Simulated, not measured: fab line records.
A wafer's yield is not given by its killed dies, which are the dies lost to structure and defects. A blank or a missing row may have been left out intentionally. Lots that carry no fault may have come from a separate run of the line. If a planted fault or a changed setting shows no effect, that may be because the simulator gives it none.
Chamber matching || flow n5_finfet || N5_HKMG_FIN_STRIP_90 on rie_diel-02 has 4 sister chambers
The step strips SOC in N2/H2, time 20 s. 24 wafers are shown with their chamber, then 12 later ones without.

EACH WAFER AND ITS CHAMBER
{"wafer": "L074.2", "chamber": 0, "showerhead_plenum_p_Torr (Torr)": 3.44, "drypump_motor_current_A (A)": 5.3, "oes_product_au (a.u.)": 0.96}
{"wafer": "L074.3", "chamber": 3, "showerhead_plenum_p_Torr (Torr)": 3.56, "drypump_motor_current_A (A)": 5.8, "oes_product_au (a.u.)": 0.92}
{"wafer": "L074.4", "chamber": 1, "showerhead_plenum_p_Torr (Torr)": 3.49, "drypump_motor_current_A (A)": 5.5, "oes_product_au (a.u.)": 0.75}
{"wafer": "L078.1", "chamber": 0, "showerhead_plenum_p_Torr (Torr)": 3.44, "drypump_motor_current_A (A)": 5.3, "oes_product_au (a.u.)": 0.94}
{"wafer": "L078.3", "chamber": 3, "showerhead_plenum_p_Torr (Torr)": 3.55, "drypump_motor_current_A (A)": 5.8, "oes_product_au (a.u.)": 0.89}
{"wafer": "L078.6", "chamber": 1, "showerhead_plenum_p_Torr (Torr)": 3.49, "drypump_motor_current_A (A)": 5.6, "oes_product_au (a.u.)": 0.74}
{"wafer": "L079.3", "chamber": 0, "showerhead_plenum_p_Torr (Torr)": 3.43, "drypump_motor_current_A (A)": 5.3, "oes_product_au (a.u.)": 0.93}
{"wafer": "L079.5", "chamber": 1, "showerhead_plenum_p_Torr (Torr)": 3.49, "drypump_motor_current_A (A)": 5.6, "oes_product_au (a.u.)": 0.74}
{"wafer": "L079.6", "chamber": 0, "showerhead_plenum_p_Torr (Torr)": 3.43, "drypump_motor_current_A (A)": 5.3, "oes_product_au (a.u.)": 0.92}
{"wafer": "L081.2", "chamber": 1, "showerhead_plenum_p_Torr (Torr)": 3.48, "drypump_motor_current_A (A)": 5.5, "oes_product_au (a.u.)": 0.74}
{"wafer": "L081.4", "chamber": 0, "showerhead_plenum_p_Torr (Torr)": 3.43, "drypump_motor_current_A (A)": 5.3, "oes_product_au (a.u.)": 0.91}
{"wafer": "L081.6", "chamber": 0, "showerhead_plenum_p_Torr (Torr)": 3.43, "drypump_motor_current_A (A)": 5.3, "oes_product_au (a.u.)": 0.90}
{"wafer": "L083.4", "chamber": 1, "showerhead_plenum_p_Torr (Torr)": 3.48, "drypump_motor_current_A (A)": 5.6, "oes_product_au (a.u.)": 0.74}
{"wafer": "L083.5", "chamber": 0, "showerhead_plenum_p_Torr (Torr)": 3.43, "drypump_motor_current_A (A)": 5.3, "oes_product_au (a.u.)": 0.92}
{"wafer": "L083.6", "chamber": 3, "showerhead_plenum_p_Torr (Torr)": 3.55, "drypump_motor_current_A (A)": 5.8, "oes_product_au (a.u.)": 0.87}
{"wafer": "L084.3", "chamber": 2, "showerhead_plenum_p_Torr (Torr)": 3.33, "drypump_motor_current_A (A)": 5.0, "oes_product_au (a.u.)": 0.73}
{"wafer": "L084.4", "chamber": 2, "showerhead_plenum_p_Torr (Torr)": 3.33, "drypump_motor_current_A (A)": 5.0, "oes_product_au (a.u.)": 0.72}
{"wafer": "L084.5", "chamber": 1, "showerhead_plenum_p_Torr (Torr)": 3.48, "drypump_motor_current_A (A)": 5.5, "oes_product_au (a.u.)": 0.73}
{"wafer": "L086.1", "chamber": 0, "showerhead_plenum_p_Torr (Torr)": 3.43, "drypump_motor_current_A (A)": 5.3, "oes_product_au (a.u.)": 0.89}
{"wafer": "L086.2", "chamber": 3, "showerhead_plenum_p_Torr (Torr)": 3.54, "drypump_motor_current_A (A)": 5.8, "oes_product_au (a.u.)": 0.88}
{"wafer": "L086.4", "chamber": 2, "showerhead_plenum_p_Torr (Torr)": 3.33, "drypump_motor_current_A (A)": 5.0, "oes_product_au (a.u.)": 0.72}
{"wafer": "L090.1", "chamber": 3, "showerhead_plenum_p_Torr (Torr)": 3.54, "drypump_motor_current_A (A)": 5.7, "oes_product_au (a.u.)": 0.86}
{"wafer": "L090.4", "chamber": 2, "showerhead_plenum_p_Torr (Torr)": 3.32, "drypump_motor_current_A (A)": 5.0, "oes_product_au (a.u.)": 0.72}
{"wafer": "L090.6", "chamber": 3, "showerhead_plenum_p_Torr (Torr)": 3.54, "drypump_motor_current_A (A)": 5.8, "oes_product_au (a.u.)": 0.87}

SIGNATURES (means of the wafers above)
{"reading": "showerhead_plenum_p_Torr", "chamber 0": 3.4325, "chamber 1": 3.4850, "chamber 2": 3.3275, "chamber 3": 3.5467, "scatter within a chamber": 0.00595}
{"reading": "drypump_motor_current_A", "chamber 0": 5.300, "chamber 1": 5.550, "chamber 2": 5.000, "chamber 3": 5.783, "scatter within a chamber": 0.0342}
{"reading": "oes_product_au", "chamber 0": 0.9213, "chamber 1": 0.7400, "chamber 2": 0.7225, "chamber 3": 0.8817, "scatter within a chamber": 0.0174}
Rule: for each reading, subtract the chamber's mean from the wafer's reading, divide by that reading's scatter and square the result; add these up over the readings and take the root, which gives the wafer's distance from the chamber. If the next closest chamber is less than 2 further off than the closest, the wafer can't be placed; otherwise it belongs to the closest. The scatter is the square root of a quotient: the sum, over the shown wafers, of each reading's squared deviation from its chamber's mean, divided by wafers minus chambers.

WAFERS WITHOUT THEIR CHAMBER
{"wafer": "L089.1", "showerhead_plenum_p_Torr (Torr)": 3.54, "drypump_motor_current_A (A)": 5.8, "oes_product_au (a.u.)": 0.87}
{"wafer": "L089.4", "showerhead_plenum_p_Torr (Torr)": 3.32, "drypump_motor_current_A (A)": 5.0, "oes_product_au (a.u.)": 0.73}
{"wafer": "L089.6", "showerhead_plenum_p_Torr (Torr)": 3.42, "drypump_motor_current_A (A)": 5.3, "oes_product_au (a.u.)": 0.88}
{"wafer": "L093.1", "showerhead_plenum_p_Torr (Torr)": 3.32, "drypump_motor_current_A (A)": 5.0, "oes_product_au (a.u.)": 0.71}
{"wafer": "L093.5", "showerhead_plenum_p_Torr (Torr)": 3.53, "drypump_motor_current_A (A)": 5.8, "oes_product_au (a.u.)": 0.86}
{"wafer": "L093.6", "showerhead_plenum_p_Torr (Torr)": 3.42, "drypump_motor_current_A (A)": 5.3, "oes_product_au (a.u.)": 0.86}
{"wafer": "L094.2", "showerhead_plenum_p_Torr (Torr)": 3.32, "drypump_motor_current_A (A)": 5.0, "oes_product_au (a.u.)": 0.72}
{"wafer": "L094.3", "showerhead_plenum_p_Torr (Torr)": 3.53, "drypump_motor_current_A (A)": 5.8, "oes_product_au (a.u.)": 0.85}
{"wafer": "L094.5", "showerhead_plenum_p_Torr (Torr)": 3.42, "drypump_motor_current_A (A)": 5.3, "oes_product_au (a.u.)": 0.86}
{"wafer": "L097.2", "showerhead_plenum_p_Torr (Torr)": 3.53, "drypump_motor_current_A (A)": 5.8, "oes_product_au (a.u.)": 0.84}
{"wafer": "L097.3", "showerhead_plenum_p_Torr (Torr)": 3.31, "drypump_motor_current_A (A)": 5.0, "oes_product_au (a.u.)": 0.71}
{"wafer": "L097.6", "showerhead_plenum_p_Torr (Torr)": 3.47, "drypump_motor_current_A (A)": 5.6, "oes_product_au (a.u.)": 0.72}

THE CHAMBER EACH PASSED THROUGH
{"wafer": "L089.1", "from the rows above": 3, "in truth": 3}
{"wafer": "L089.4", "from the rows above": 2, "in truth": 2}
{"wafer": "L089.6", "from the rows above": 0, "in truth": 0}
{"wafer": "L093.1", "from the rows above": 2, "in truth": 2}
{"wafer": "L093.5", "from the rows above": 3, "in truth": 3}
{"wafer": "L093.6", "from the rows above": 0, "in truth": 0}
{"wafer": "L094.2", "from the rows above": 2, "in truth": 2}
{"wafer": "L094.3", "from the rows above": 3, "in truth": 3}
{"wafer": "L094.5", "from the rows above": 0, "in truth": 0}
{"wafer": "L097.2", "from the rows above": 3, "in truth": 3}
{"wafer": "L097.3", "from the rows above": 2, "in truth": 2}
{"wafer": "L097.6", "from the rows above": 1, "in truth": 1}
Placed correctly: 12 of 12. Number that these rows cannot place: 0. Wrongly placed: 0.
